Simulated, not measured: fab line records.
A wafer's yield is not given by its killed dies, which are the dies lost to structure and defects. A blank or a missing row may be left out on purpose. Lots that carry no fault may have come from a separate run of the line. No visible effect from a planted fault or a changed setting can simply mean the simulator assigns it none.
Matching of chambers / flow n5-finfet / 3 sister chambers for N5_BEOL_M3_PECVD_72 on pecvd-02
The step deposits SiO2 from TEOS/O2, target thk 16 nm, time 18 s. 18 wafers are shown with their chamber, then 9 later ones without.

WAFERS PAIRED WITH THEIR CHAMBERS
wafer=L995.2; chamber=1; throttle-valve-pct (%)=22.2; heater-power-outer-w (W)=312; showerhead-plenum-p-Torr (Torr)=8.83
wafer=L995.3; chamber=0; throttle-valve-pct (%)=23.2; heater-power-outer-w (W)=417; showerhead-plenum-p-Torr (Torr)=8.81
wafer=L995.6; chamber=2; throttle-valve-pct (%)=21.4; heater-power-outer-w (W)=544; showerhead-plenum-p-Torr (Torr)=8.75
wafer=L996.1; chamber=0; throttle-valve-pct (%)=23.2; heater-power-outer-w (W)=394; showerhead-plenum-p-Torr (Torr)=8.82
wafer=L996.3; chamber=2; throttle-valve-pct (%)=21.2; heater-power-outer-w (W)=544; showerhead-plenum-p-Torr (Torr)=8.77
wafer=L996.6; chamber=1; throttle-valve-pct (%)=22.1; heater-power-outer-w (W)=401; showerhead-plenum-p-Torr (Torr)=8.83
wafer=L999.1; chamber=0; throttle-valve-pct (%)=23.1; heater-power-outer-w (W)=447; showerhead-plenum-p-Torr (Torr)=8.80
wafer=L999.5; chamber=2; throttle-valve-pct (%)=21.6; heater-power-outer-w (W)=514; showerhead-plenum-p-Torr (Torr)=8.74
wafer=L999.6; chamber=0; throttle-valve-pct (%)=23.2; heater-power-outer-w (W)=442; showerhead-plenum-p-Torr (Torr)=8.82
wafer=L100.1; chamber=0; throttle-valve-pct (%)=23.2; heater-power-outer-w (W)=466; showerhead-plenum-p-Torr (Torr)=8.80
wafer=L100.3; chamber=1; throttle-valve-pct (%)=22.2; heater-power-outer-w (W)=395; showerhead-plenum-p-Torr (Torr)=8.83
wafer=L100.5; chamber=0; throttle-valve-pct (%)=22.9; heater-power-outer-w (W)=460; showerhead-plenum-p-Torr (Torr)=8.78
wafer=L102.2; chamber=2; throttle-valve-pct (%)=21.5; heater-power-outer-w (W)=568; showerhead-plenum-p-Torr (Torr)=8.77
wafer=L102.3; chamber=0; throttle-valve-pct (%)=22.9; heater-power-outer-w (W)=366; showerhead-plenum-p-Torr (Torr)=8.79
wafer=L102.4; chamber=2; throttle-valve-pct (%)=21.4; heater-power-outer-w (W)=556; showerhead-plenum-p-Torr (Torr)=8.76
wafer=L103.1; chamber=0; throttle-valve-pct (%)=22.7; heater-power-outer-w (W)=413; showerhead-plenum-p-Torr (Torr)=8.80
wafer=L103.5; chamber=1; throttle-valve-pct (%)=22.5; heater-power-outer-w (W)=370; showerhead-plenum-p-Torr (Torr)=8.79
wafer=L103.6; chamber=2; throttle-valve-pct (%)=21.3; heater-power-outer-w (W)=569; showerhead-plenum-p-Torr (Torr)=8.75

SIGNATURES, as means of the wafers listed above
reading=throttle-valve-pct; chamber 0=23.050; chamber 1=22.250; chamber 2=21.400; scatter within a chamber=0.173
reading=heater-power-outer-w; chamber 0=425.62; chamber 1=369.50; chamber 2=549.17; scatter within a chamber=32
reading=showerhead-plenum-p-Torr; chamber 0=8.8025; chamber 1=8.8200; chamber 2=8.7567; scatter within a chamber=0.0148
Rule: for each reading, subtract the chamber's mean from the wafer's reading, divide by that reading's scatter and square the result; add these up over the readings and take the root, which gives the wafer's distance from the chamber. The wafer belongs to the nearest chamber; if the next one is less than 2 further off, it can't be placed. The scatter: take each reading less its chamber's mean, square it, sum over the shown wafers, divide by the number of wafers less the number of chambers, and take the root.

WAFERS WITHOUT THEIR CHAMBER
wafer=L105.1; throttle-valve-pct (%)=23.1; heater-power-outer-w (W)=354; showerhead-plenum-p-Torr (Torr)=8.79
wafer=L105.3; throttle-valve-pct (%)=22.3; heater-power-outer-w (W)=408; showerhead-plenum-p-Torr (Torr)=8.79
wafer=L105.5; throttle-valve-pct (%)=21.5; heater-power-outer-w (W)=521; showerhead-plenum-p-Torr (Torr)=8.73
wafer=L113.3; throttle-valve-pct (%)=21.0; heater-power-outer-w (W)=459; showerhead-plenum-p-Torr (Torr)=8.77
wafer=L113.5; throttle-valve-pct (%)=20.9; heater-power-outer-w (W)=463; showerhead-plenum-p-Torr (Torr)=8.79
wafer=L113.6; throttle-valve-pct (%)=22.3; heater-power-outer-w (W)=377; showerhead-plenum-p-Torr (Torr)=8.81
wafer=L116.4; throttle-valve-pct (%)=22.3; heater-power-outer-w (W)=335; showerhead-plenum-p-Torr (Torr)=8.83
wafer=L116.5; throttle-valve-pct (%)=21.7; heater-power-outer-w (W)=543; showerhead-plenum-p-Torr (Torr)=8.75
wafer=L116.6; throttle-valve-pct (%)=20.9; heater-power-outer-w (W)=441; showerhead-plenum-p-Torr (Torr)=8.81

WHICH CHAMBER EACH WENT THROUGH
wafer=L105.1; from the rows above=0; in truth=0
wafer=L105.3; from the rows above=1; in truth=1
wafer=L105.5; from the rows above=2; in truth=2
wafer=L113.3; from the rows above=2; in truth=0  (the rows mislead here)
wafer=L113.5; from the rows above=2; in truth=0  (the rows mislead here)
wafer=L113.6; from the rows above=1; in truth=1
wafer=L116.4; from the rows above=1; in truth=1
wafer=L116.5; from the rows above=2; in truth=2
wafer=L116.6; from the rows above=2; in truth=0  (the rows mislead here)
Placed correctly: 6 of 9. Left unplaced by these rows: 0. Wrongly placed: 3.
